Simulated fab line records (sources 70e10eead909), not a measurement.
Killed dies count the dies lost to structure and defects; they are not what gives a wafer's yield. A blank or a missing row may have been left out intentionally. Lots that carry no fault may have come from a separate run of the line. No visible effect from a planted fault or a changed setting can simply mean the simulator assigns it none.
fab line records    flow nandHarc
record: lots: 12  wafers: 36  lastDay: 25
route steps=1159 shown A_WL_FILL@814 END@1159
lots that met no fault: from a run of the same line without faults
startH: the number of hours between the record's first day and the start of the first shown wafer of the lot    waitH: how many hours have passed since the lot's step before this one    " same as the row above    L1.1+2: several wafers, shown together as one row    - either no value or no given start    * or withheld: withheld    < > ~ a bound
route shown NAME@n: a module of which the file shows steps, and the number in the route of the first    usual: mean/standard deviation taken from wafers without a fault    same: alike in all rows    chamber/n: place in a boat    sites: the reading at each site    _std_site: their standard deviation    _edge_site: the outer-site mean with the inner-site mean subtracted    radiusMm: for every site, how far away it sits from the centre of the wafer    mask NAME#n: copy n    behind: the most recent tool/chamber to have shaped the wafer    hold: cause of the lot's hold/its duration in hours/its outcome    device: whichever transistor did not switch (one of n, p or np)    end of line: the route-end tests of the same wafers    a step without rows: its recipe alone    killed: at the first sort, the dies lost to defects and structure; wafer yield is something else    map: a wafer's dies, marking killed ones x, the rest . and places with no die _
set.NAME: setting as actually run; set.NAME@STEP: the setting as run at that earlier step    model.NAME: the simulator's own value behind a step, which no gauge read
a sample of lots followed through the steps of the route, with each step as a table and each wafer as a row
services: from which hour (startH, from the record's first day; less than 0 if before it) a tool's chamber was out of use, for how many hours, and why
== steps ==
step: NHARC_A_WL_FILL_ETCHBACK_04
recipe: targetDepthA: 600  timeS: 120  chemistry: NF3
usual: drypumpMotorCurrentA: 5.6/0.37  oesProductAu: 0.994/0.01
lot.wafer  tool         chamber  startH  waitH  drypumpMotorCurrentA  oesProductAu  rfHoursCounterH
L776.2     rieMetal-02  0        344.27  2.4    5.7                   1.013         3.6
L776.3     "            1        "       "      5.3                   1.015         -
L776.5     "            1        "       "      5.3                   1.007         -
L777.2     rieMetal-03  0        348.49  2.4    5.8                   1.000         1.9
L777.3     "            1        "       "      5.0                   1.007         -
L777.5     "            0        "       "      5.8                   0.998         -
L775.2     rieMetal-03  1        356.36  2.9    5.0                   0.996         2.2
L775.3     "            0        "       "      5.8                   0.997         -
L775.5     "            1        "       "      5.0                   1.002         -
L779.1     rieMetal-02  0        366.94  2.9    5.7                   1.012         4.7
L779.4     "            0        "       "      5.6                   1.019         -
L779.6     "            0        "       "      5.6                   1.019         -
L784.1     rieMetal-03  1        408.92  2.4    5.0                   0.993         3.7
L784.3     "            1        "       "      5.0                   1.011         -
L784.6     "            1        "       "      5.0                   0.993         -
L785.3     rieMetal-03  1        415.78  2.0    5.0                   0.995         -
L785.4     "            0        "       "      5.8                   0.993         -
L785.6     "            0        "       "      5.8                   1.003         -
L788.2     rieMetal-03  1        418.53  2.4    5.0                   0.995         4.1
L788.4     "            1        "       "      5.0                   0.993         -
L788.6     "            0        "       "      5.8                   0.989         -
L786.4     rieMetal-02  0        422.87  1.5    5.7                   0.984         -
L786.5     "            1        "       "      5.4                   0.998         -
L786.6     "            0        "       "      5.7                   0.986         -
L792.2     rieMetal-02  1        449.33  2.9    5.4                   1.007         1.8
L792.4     "            1        "       "      5.3                   1.005         -
L792.5     "            0        "       "      5.7                   0.993         -
L791.3     rieMetal-03  1        451.45  2.0    5.0                   0.994         -
L791.4     "            0        "       "      5.8                   0.996         -
L791.5     "            0        "       "      5.8                   0.988         -
L795.4     rieMetal-01  1        466.21  1.5    6.1                   0.983         -
L795.3     "            0        "       "      6.0                   0.983         -
L795.6     "            0        "       "      6.0                   0.986         -
L796.3     rieMetal-01  1        496.40  1.5    6.1                   0.991         -
L796.5     "            1        "       "      6.1                   0.994         -
L796.6     "            0        "       "      6.0                   0.984         -
step: NHARC_A_WL_FILL_ETCHBACK_16
recipe: targetDepthA: 880  timeS: 17.6  c4f8FlowSccm: withheld  o2FlowSccm: 8  arFlowSccm: withheld  rfW: 600  biasW: 800  chemistry: C4F8/O2/Ar
usual: oesProductAu: 0.984/0.03  rfVppV: 723/3.3
lot.wafer  tool        chamber  startH  waitH  oesProductAu  rfHoursCounterH  rfVppV
L776.2     rieDiel-06  3        -       -      1.007         3.5              719
L776.3     "           2        "       "      1.010         3.5              727
L776.5     "           0        "       "      0.997         -                723
L777.3     rieDiel-05  1        -       -      0.995         0.2              726
L777.2     "           2        "       "      1.001         0.2              722
L777.5     "           0        "       "      0.984         -                718
L775.3     rieDiel-06  3        -       -      0.999         3.6              718
L775.2     "           1        "       "      1.003         3.1              725
L775.5     "           2        "       "      1.004         -                725
L779.4     rieDiel-09  2        -       -      0.999         2.6              730
L779.1     "           0        "       "      0.999         3.0              723
L779.6     "           2        "       "      0.994         -                731
L784.1     rieDiel-05  1        -       -      1.002         4.4              728
L784.3     "           2        "       "      0.992         4.5              722
L784.6     "           0        "       "      0.998         -                720
L785.3     rieDiel-05  1        -       -      0.973         4.6              727
L785.4     "           2        "       "      0.971         4.8              725
L785.6     "           0        "       "      0.963         -                721
L788.4     rieDiel-05  1        -       -      1.004         4.7              726
L788.2     "           2        "       "      0.995         4.9              723
L788.6     "           2        "       "      0.990         -                723
L786.4     rieDiel-05  3        -       -      1.001         4.3              721
L786.5     "           0        "       "      0.992         -                720
L786.6     "           1        "       "      1.011         -                725
L792.2     rieDiel-06  2        -       -      1.001         1.3              725
L792.4     "           1        "       "      0.992         1.1              724
L792.5     "           2        "       "      1.018         -                725
L791.4     rieDiel-05  2        -       -      0.995         6.5              724
L791.3     "           3        "       "      1.006         5.9              722
L791.5     "           1        "       "      1.002         -                726
L795.4     rieDiel-05  2        -       -      0.915         7.2              723
L795.3     "           3        "       "      0.933         6.6              723
L795.6     "           2        "       "      0.916         -                721
L796.3     rieDiel-06  2        -       -      0.983         3.1              725
L796.6     "           2        "       "      0.992         -                726
L796.5     "           3        "       "      0.996         -                719
step: NHARC_A_WL_FILL_ETCHBACK_26
recipe: targetDepthA: 520  timeS: 13.3  hbrFlowSccm: 150  rfW: 350  icpW: 350  biasW: 60  chemistry: HBr
usual: drypumpMotorCurrentA: 5.6/0.38  oesProductAu: 0.996/0.012  throttleValvePct: 23.267/0.0099
lot.wafer  tool      chamber  startH  waitH  drypumpMotorCurrentA  oesProductAu  rfHoursCounterH  throttleValvePct
L776.3     rieSi-01  0        362.24  0.4    6.0                   1.006         0.3              23.271
L776.2     "         1        "       "      5.6                   1.002         0.5              23.260
L776.5     "         1        "       "      5.6                   0.992         -                23.259
L777.3     rieSi-03  1        362.24  0.4    5.2                   0.998         0.2              23.272
L777.2     "         2        "       "      5.4                   0.984         0.2              23.286
L777.5     "         1        "       "      5.2                   1.002         -                23.275
L775.3     rieSi-06  2        371.70  0.4    5.0                   1.013         0                23.265
L775.2     "         0        "       "      5.7                   1.003         0                23.256
L775.5     "         2        "       "      5.0                   1.013         -                23.256
L779.4     rieSi-06  3        382.82  0.4    6.2                   0.995         0.1              23.259
L779.1     "         1        "       "      6.0                   0.996         0.0              23.247
L779.6     "         2        "       "      5.1                   1.025         -                23.275
L784.3     rieSi-06  0        422.22  0.4    5.6                   0.990         0.3              23.254
L784.1     "         1        "       "      6.0                   0.992         0.3              23.256
L784.6     "         0        "       "      5.7                   0.998         -                23.258
L785.4     rieSi-01  0        432.99  0.4    6.0                   0.999         0.7              23.273
L785.3     "         1        "       "      5.6                   0.988         1.1              23.259
L785.6     "         3        "       "      5.6                   0.989         -                23.265
L788.4     rieSi-06  2        435.97  0.4    5.0                   1.021         0.4              23.269
L788.2     "         3        "       "      6.2                   1.002         0.3              23.287
L788.6     "         0        "       "      5.7                   0.997         -                23.269
L786.4     rieSi-06  3        439.04  0.4    6.2                   0.994         0.3              23.276
L786.6     "         0        "       "      5.7                   0.987         -                23.242
L786.5     "         1        "       "      6.0                   0.995         -                23.275
L791.3     rieSi-01  2        465.09  0.4    6.0                   0.990         1.3              23.266
L791.4     "         0        "       "      6.0                   1.017         1.0              23.252
L791.5     "         3        "       "      5.6                   0.972         -                23.272
L792.2     rieSi-06  1        465.09  0.4    6.0                   0.980         0.6              23.270
L792.4     "         0        "       "      5.6                   0.997         0.6              23.260
L792.5     "         2        "       "      5.0                   1.023         -                23.269
L795.3     rieSi-03  2        481.39  0.4    5.4                   0.999         1.1              23.269
L795.4     "         0        "       "      5.1                   1.009         1.1              23.280
L795.6     "         3        "       "      5.8                   0.991         -                23.260
L796.3     rieSi-06  1        514.83  0.4    6.0                   1.005         0.9              23.266
L796.5     "         1        "       "      6.1                   0.995         -                23.267
L796.6     "         2        "       "      5.0                   1.033         -                23.277
step: NHARC_A_WL_FILL_CMP_12
recipe: tOverpolishS: 30  targetThkNm: 75
usual: motorCurrentA: 11.5/1.1  overpolishRunS: 30.001/0.009  slurryFilterDpKPa: 13.52/0.12  timeToEndpointS: 14.6/2.1
lot.wafer  tool    chamber  startH  waitH  motorCurrentA  overpolishRunS  slurryFilterDpKPa  timeToEndpointS
L777.3     cmp-01  3        369.94  2.9    10.6           30.003          13.64              16.0
L777.2     "       1        "       "      10.0           29.999          13.56              13.9
L777.5     "       2        "       "      13.5           30.004          13.47              16.9
L776.2     cmp-04  2        371.48  4.3    13.7           29.999          13.54              17.3
L776.3     "       3        "       "      9.8            29.995          13.50              15.0
L776.5     "       1        "       "      12.3           30.000          13.42              18.7
L775.2     cmp-04  3        379.96  3.6    10.4           29.997          13.50              16.8
L775.3     "       1        "       "      11.3           30.027          13.59              16.9
L775.5     "       3        "       "      9.7            29.991          13.40              18.8
L779.1     cmp-04  1        388.79  4.3    12.3           30.009          13.41              17.4
L779.4     "       0        "       "      10.5           30.013          13.44              13.0
L779.6     "       1        "       "      11.9           29.996          13.39              16.4
L784.3     cmp-03  3        428.64  2.2    10.5           30.004          13.61              12.8
L784.1     "       1        "       "      11.9           29.997          13.52              12.8
L784.6     "       3        "       "      11.0           30.013          13.56              12.1
L785.4     cmp-03  3        438.69  2.2    11.2           30.004          13.28              16.1
L785.3     "       1        "       "      11.7           29.993          13.51              14.2
L785.6     "       3        "       "      10.2           29.997          13.60              16.2
L788.2     cmp-01  0        444.76  4.3    12.1           29.998          13.65              15.1
L788.4     "       1        "       "      10.8           30.008          13.61              11.8
L788.6     "       0        "       "      11.6           30.011          13.63              12.5
L786.4     cmp-03  1        448.08  2.2    11.5           30.001          13.53              13.3
L786.6     "       0        "       "      10.9           29.998          13.55              15.7
L786.5     "       1        "       "      11.8           30.001          13.50              12.6
L791.4     cmp-03  1        471.44  2.2    12.0           29.999          13.47              10.7
L791.3     "       3        "       "      11.1           29.995          13.32              13.6
L791.5     "       2        "       "      11.4           30.018          13.58              11.4
L792.2     cmp-03  0        473.09  4.4    10.7           30.015          13.64              11.9
L792.4     "       1        "       "      12.3           29.998          13.38              10.7
L792.5     "       0        "       "      10.7           29.992          13.59              12.2
L795.3     cmp-04  2        491.12  5.0    14.1           29.991          13.45              16.6
L795.4     "       0        "       "      10.5           30.002          13.58              12.6
L795.6     "       2        "       "      14.0           29.992          13.56              15.3
L796.3     cmp-01  0        520.33  2.2    11.8           30.018          13.43              14.1
L796.6     "       2        "       "      13.5           29.993          13.23              16.8
L796.5     "       3        "       "      11.2           29.995          13.78              14.2
step: NHARC_A_WL_FILL_INSPECT_15
usual: rawDefectCount: 404/120
lot.wafer  tool              chamber  startH  waitH  rawDefectCount
L777.2     defectInspect-01  -        370.41  0.0    712
L777.3     "                 -        "       "      572
L777.5     "                 -        "       "      649
L776.2     defectInspect-01  -        371.89  0.0    430
L776.3     "                 -        "       "      353
L776.5     "                 -        "       "      293
L775.2     defectInspect-02  -        380.40  0.0    891
L775.3     "                 -        "       "      1057
L775.5     "                 -        "       "      727
L779.1     defectInspect-02  -        389.26  0.0    847
L779.4     "                 -        "       "      724
L779.6     "                 -        "       "      760
L784.1     defectInspect-01  -        429.14  0.1    553
L784.3     "                 -        "       "      540
L784.6     "                 -        "       "      436
L785.3     defectInspect-02  -        439.15  0.1    417
L785.4     "                 -        "       "      295
L785.6     "                 -        "       "      357
L788.2     defectInspect-01  -        445.23  0.0    383
L788.4     "                 -        "       "      499
L788.6     "                 -        "       "      786
L786.4     defectInspect-01  -        448.55  0.0    664
L786.5     "                 -        "       "      497
L786.6     "                 -        "       "      449
L791.3     defectInspect-01  -        471.91  0.0    320
L791.4     "                 -        "       "      284
L791.5     "                 -        "       "      327
L792.2     defectInspect-01  -        473.55  0.0    461
L792.4     "                 -        "       "      426
L792.5     "                 -        "       "      313
L795.3     defectInspect-02  -        491.58  0.0    369
L795.4     "                 -        "       "      358
L795.6     "                 -        "       "      247
L796.3     defectInspect-01  -        520.77  0.0    391
L796.5     "                 -        "       "      430
L796.6     "                 -        "       "      384
step: NHARC_END_SORT_01
recipe: tempC: 25
usual: killedAtArray: 29/11  killedAtOther: 0.6/0.75  killedAtPeriphery: 3.1/2.1  killedDies: 32/11  killedOpen: 3.0/1.8  killedShort: 1.8/1.3
same: grossDies: 677
lot.wafer  tool       chamber  startH  waitH  killedAtArray  killedAtOther  killedAtPeriphery  killedDies  killedOpen  killedShort
L775.2     prober-02  0        467.54  2.8    315            0              6                  321         3           2
L775.3     prober-02  0        468.33  3.1    297            0              2                  299         2           1
L775.5     prober-02  0        469.92  3.7    301            0              0                  301         1           4
L779.1     prober-02  0        474.59  2.6    300            0              4                  304         1           0
L779.4     prober-02  0        477.00  3.4    303            0              2                  305         2           1
L779.6     prober-02  0        478.60  4.0    286            0              4                  290         2           3
killed by level:class
L775.2 A_WL_FILL:unspecified=304 A_CHANNEL_HOLE_D1:chamberFilmFlake=7 P_CONTACT:geometricParticle:open=3 A_CONTACT:chamberFilmFlake=3 P_GATE:geometricParticle:short=1 P_CONTACT:geometricParticle:short=1 P_CONTACT:chamberFilmFlake=1 A_WL_FILL:chamberFilmFlake=1
L775.3 A_WL_FILL:unspecified=284 A_CHANNEL_HOLE_D1:chamberFilmFlake=9 A_CONTACT:chamberFilmFlake=2 P_CONTACT:geometricParticle:open=1 A_STAIRCASE:geometricParticle:short=1 A_SGD_CUT:geometricParticle:open=1 P_ZERO_WELL:chamberFilmFlake=1
L775.5 A_WL_FILL:unspecified=285 A_CHANNEL_HOLE_D1:chamberFilmFlake=7 A_WL_FILL:chamberFilmFlake=2 A_ONON_D1:geometricParticle:short=1 A_CHANNEL_HOLE_D1:geometricParticle:open=1 A_STAIRCASE:geometricParticle:short=1 A_WL_FILL:geometricParticle:short=1 A_CONTACT:geometricParticle:short=1
L779.1 A_WL_FILL:unspecified=278 A_CHANNEL_HOLE_D1:chamberFilmFlake=10 A_SLIT:chamberFilmFlake=7 P_M0:chamberFilmFlake=3 A_CONTACT:chamberFilmFlake=3 P_STI:geometricParticle:open=1 A_CHANNEL_FILL_D1:chamberFilmFlake=1 A_WL_FILL:chamberFilmFlake=1
L779.4 A_WL_FILL:unspecified=279 A_CHANNEL_HOLE_D1:chamberFilmFlake=8 A_SLIT:chamberFilmFlake=6 A_CONTACT:chamberFilmFlake=4 A_ONON_D1:geometricParticle:short=1 A_WL_FILL:geometricParticle:open=1 A_M0:geometricParticle:open=1 P_GATE:chamberFilmFlake=1
L779.6 A_WL_FILL:unspecified=255 A_CHANNEL_HOLE_D1:chamberFilmFlake=12 A_SLIT:chamberFilmFlake=5 A_STAIRCASE:chamberFilmFlake=3 A_WL_FILL:chamberFilmFlake=3 P_M0:chamberFilmFlake=2 P_CONTACT:geometricParticle:open=1 P_M2:geometricParticle:short=1
== services ==
tool         chamber  startH  hours  kind
cmp-03       -        329.14  0.4    repair
rieDiel-05   2        330.31  9.9    repair
cmp-03       -        336.26  0.9    repair
cmp-04       -        338.98  0.4    repair
rieDiel-05   -        340.61  9.0    pm
cmp-03       -        344.66  2.5    repair
cmp-03       -        352.02  4.0    pm
rieDiel-05   3        353.27  3.9    repair
rieSi-06     -        360.00  9.0    pm
cmp-04       -        360.20  1.5    repair
rieMetal-02  0        371.70  23.2   repair
rieDiel-05   -        384.09  0.5    repair
rieMetal-02  -        388.03  9.0    pm
rieSi-06     3        388.41  4.9    repair
cmp-03       -        388.66  2.4    repair
cmp-04       -        399.13  4.0    pm
rieSi-06     3        401.10  4.5    repair
rieDiel-06   -        418.22  9.0    pm
cmp-03       -        450.02  4.0    pm
rieMetal-03  -        453.00  9.0    pm
rieDiel-06   0        463.37  13.0   repair
cmp-03       -        483.92  68.5   repair
cmp-04       -        497.13  4.0    pm
rieDiel-05   -        517.61  9.0    pm
== key ==
firstSign: step: NHARC_A_WL_FILL_INSPECT_15  reading: rawDefectCount  direction: up  sigmas: 3.5  usual: 404  struck: 834
effect: step: NHARC_END_SORT_01  reading: killedAtArray  direction: up  sigmas: 25  usual: 29  struck: 300
moreKillsBornAt: NHARC_A_WL_FILL_CMP_12@cmp-04: 1685
metAt NHARC_A_WL_FILL_CMP_12
struckLots L775,L779
testerLeftOut L775,L779
notActingAt NHARC_A_WL_FILL_ETCHBACK_04,NHARC_A_WL_FILL_ETCHBACK_16,NHARC_A_WL_FILL_ETCHBACK_26
onsetBetween 371.48 379.96
fault: kind: chamberParticleSource  tool: cmp-04  chamber: -  onsetH: 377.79  steps: NHARC_A_WL_FILL_CMP_12  ratePerVisitCm2: 0.5995  endH: 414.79
testerLeftOut: of these lots the tester's yield and bins aren't shown, on N5 and GAA mostly nor the transistor test; their killed dies are dies lost to structure and defects alone, not to doping, threshold or leakage, so they don't give the yield
